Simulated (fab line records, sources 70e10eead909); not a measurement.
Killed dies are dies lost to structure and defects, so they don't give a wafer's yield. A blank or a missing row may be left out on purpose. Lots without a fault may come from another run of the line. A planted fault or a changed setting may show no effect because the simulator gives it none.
Chamber matching | flow nand_harc | NHARC_A_STAIRCASE_DEP_156 on pecvd-01: 3 sister chambers
The step deposits SiNx, target thk 50 nm. 3 wafers are shown with their chamber, then 7 later ones without.

WAFERS WITH THEIR CHAMBER
wafer  | chamber | heater_power_w (W)
L087.6 | 2       | 578
L091.2 | 1       | 649
L091.3 | 0       | 674

WAFERS WITHOUT THEIR CHAMBER
wafer  | heater_power_w (W)
L091.5 | 630
L091.1 | 558
L091.4 | 682
L091.6 | 570
L095.1 | 581
L095.2 | 588
L095.6 | 584

WHICH CHAMBER EACH WENT THROUGH
wafer  | from the rows above | in truth
L091.5 | 1                   | 1
L091.1 | 2                   | 2
L091.4 | 0                   | 0
L091.6 | 2                   | 2
L095.1 | 2                   | 2
L095.2 | 2                   | 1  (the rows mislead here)
L095.6 | 2                   | 2
Placed correctly: 6 of 7. Can't be placed from these rows: 0. Placed wrongly: 1.
How it was worked out, from the rows above alone: a wafer's distance from a chamber is the root of the sum, over the readings, of the square of ((its reading less the chamber's mean) divided by the reading's scatter). The wafer belongs to the nearest chamber; if the next one is less than 2 further off, it can't be placed. A chamber's mean is the mean of its shown wafers. The scatter: with one shown wafer a chamber, the root of the mean of the squares of how far each hidden wafer lies from its nearest shown one.
